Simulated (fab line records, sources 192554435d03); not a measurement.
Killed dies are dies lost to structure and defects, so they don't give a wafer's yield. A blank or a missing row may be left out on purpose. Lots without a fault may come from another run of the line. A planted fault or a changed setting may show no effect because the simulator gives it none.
Split-lot experiment | flow n5_finfet | 7 lots, 39 wafers read, on a route of 1938 steps

THE SPLIT
At N5_DUMMY_GATE_PECVD_30 (deposits SiO2 from TEOS/O2, target thk 55 nm, time 10.8 s), the setting time_s was moved away from the recipe's 10.8 s on 18 of the 39 wafers read, by -46.1% to +58.3%. The other wafers ran this setting at the recipe's value.

The reading is taken at the split's own step.

THE READING
SiO2_of_DUMMY_GATE_PECVD_30.thk_nm (the simulator's own value, which no gauge read), in nm, at N5_DUMMY_GATE_PECVD_30 (deposits SiO2 from TEOS/O2, target thk 55 nm, time 10.8 s). The file gives no usual value for it. The 21 wafers here that ran the recipe average 55.2 nm, standard deviation 0.91 nm.

wafer  | tool, chamber at the split | time_s as run, s | against the recipe | SiO2_of_DUMMY_GATE_PECVD_30.thk_nm, nm | against lot-mates on the recipe
L074.1 | pecvd-01, 0                | 8.606            | -20.3%             | 43.4                                   | -11.5
L074.2 | pecvd-01, 1                | 10.8             | recipe             | 54.6                                   | -
L074.3 | pecvd-01, 0                | 10.8             | recipe             | 55.2                                   | -
L074.4 | pecvd-01, 1                | 8.606            | -20.3%             | 45.2                                   | -9.7
L074.5 | pecvd-01, 0                | 10.8             | recipe             | 55                                     | -
L074.6 | pecvd-01, 1                | 8.606            | -20.3%             | 45.6                                   | -9.3
L083.1 | pecvd-03, 1                | 5.983            | -44.6%             | 31.2                                   | -24.9
L083.2 | pecvd-03, 0                | 5.983            | -44.6%             | 31                                     | -25.1
L083.3 | pecvd-03, 2                | 10.8             | recipe             | 56                                     | -
L083.4 | pecvd-03, 0                | 5.983            | -44.6%             | 32                                     | -24.1
L083.5 | pecvd-03, 1                | 10.8             | recipe             | 55.8                                   | -
L083.6 | pecvd-03, 2                | 10.8             | recipe             | 56.6                                   | -
L084.1 | pecvd-01, 1                | 6.765            | -37.4%             | 35.6                                   | -20.4
L084.2 | pecvd-01, 2,0              | 6.765            | -37.4%             | 35.8                                   | -20.2
L084.5 | pecvd-01, 2,0              | 6.765            | -37.4%             | 35.8                                   | -20.2
L084.3 | pecvd-01, 0                | 10.8             | recipe             | 55.2                                   | -
L084.4 | pecvd-01, 2                | 10.8             | recipe             | 56.2                                   | -
L084.6 | pecvd-01, 1                | 10.8             | recipe             | 56.6                                   | -
L086.1 | pecvd-03, 1                | 10.8             | recipe             | 54.2                                   | -
L086.2 | pecvd-03, 2                | 17.1             | +58.3%             | 84.8                                   | +29.3
L086.3 | pecvd-03, 0                | 10.8             | recipe             | 55.4                                   | -
L086.4 | pecvd-03, 0                | 17.1             | +58.3%             | 86.2                                   | +30.7
L086.5 | pecvd-03, 2                | 10.8             | recipe             | 57                                     | -
L086.6 | pecvd-03, 1                | 17.1             | +58.3%             | 85.6                                   | +30.1
L088.1 | pecvd-02, 1                | 10.8             | recipe             | 54.6                                   | -
L088.2 | pecvd-02, 0                | 10.8             | recipe             | 53.4                                   | -
L088.3 | pecvd-02, 2                | 10.8             | recipe             | 55.2                                   | -
L088.4 | pecvd-02, 1                | 5.826            | -46.1%             | 31                                     | -23.4
L088.5 | pecvd-02, 0                | 5.826            | -46.1%             | 30.8                                   | -23.6
L088.6 | pecvd-02, 2                | 5.826            | -46.1%             | 31.8                                   | -22.6
L091.1 | pecvd-03, 2                | 7.63             | -29.4%             | 39                                     | -15.3
L091.2 | pecvd-03, 1                | 10.8             | recipe             | 54.6                                   | -
L091.3 | pecvd-03, 0                | 10.8             | recipe             | 53.6                                   | -
L091.4 | pecvd-03, 1                | 7.63             | -29.4%             | 39.8                                   | -14.5
L091.5 | pecvd-03, 0                | 7.63             | -29.4%             | 40.2                                   | -14.1
L091.6 | pecvd-03, 2                | 10.8             | recipe             | 54.8                                   | -
L094.4 | pecvd-01, 1                | 10.8             | recipe             | 54.8                                   | -
L094.5 | pecvd-01, 2                | 10.8             | recipe             | 55                                     | -
L094.6 | pecvd-01, 1                | 10.8             | recipe             | 55.2                                   | -
Where a row lists several chambers, the file gives one row for several wafers and doesn't say which wafer went through which chamber.

THE FIT
A straight line over all 39 wafers: SiO2_of_DUMMY_GATE_PECVD_30.thk_nm changes by +0.523 nm for each +1% of time_s; r = +1.00; the points scatter about the line by 0.81 nm.
The same after taking each lot's own level away (the mean of its wafers on the recipe; 39 wafers): +0.521 nm for each +1%; r = +1.00; scatter 0.84 nm.
On that fit, the largest move of time_s shifts the reading by 30 nm.
The lots' own levels span 54.33 to 56.13 nm, that is 2.0 times the standard deviation above.
So the lot-to-lot level changes the slope little: the two slopes agree.
Check: with one of the wafers moved furthest among these (+58.3%) left out of the fit, the line predicts +30.6 nm for it against its lot-mates. It came out at +29.3 nm against them.

THE FILE'S OWN FIT
SiO2_of_DUMMY_GATE_PECVD_30.thk_nm changes by +0.522 nm for each +1% of time_s, r = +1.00.
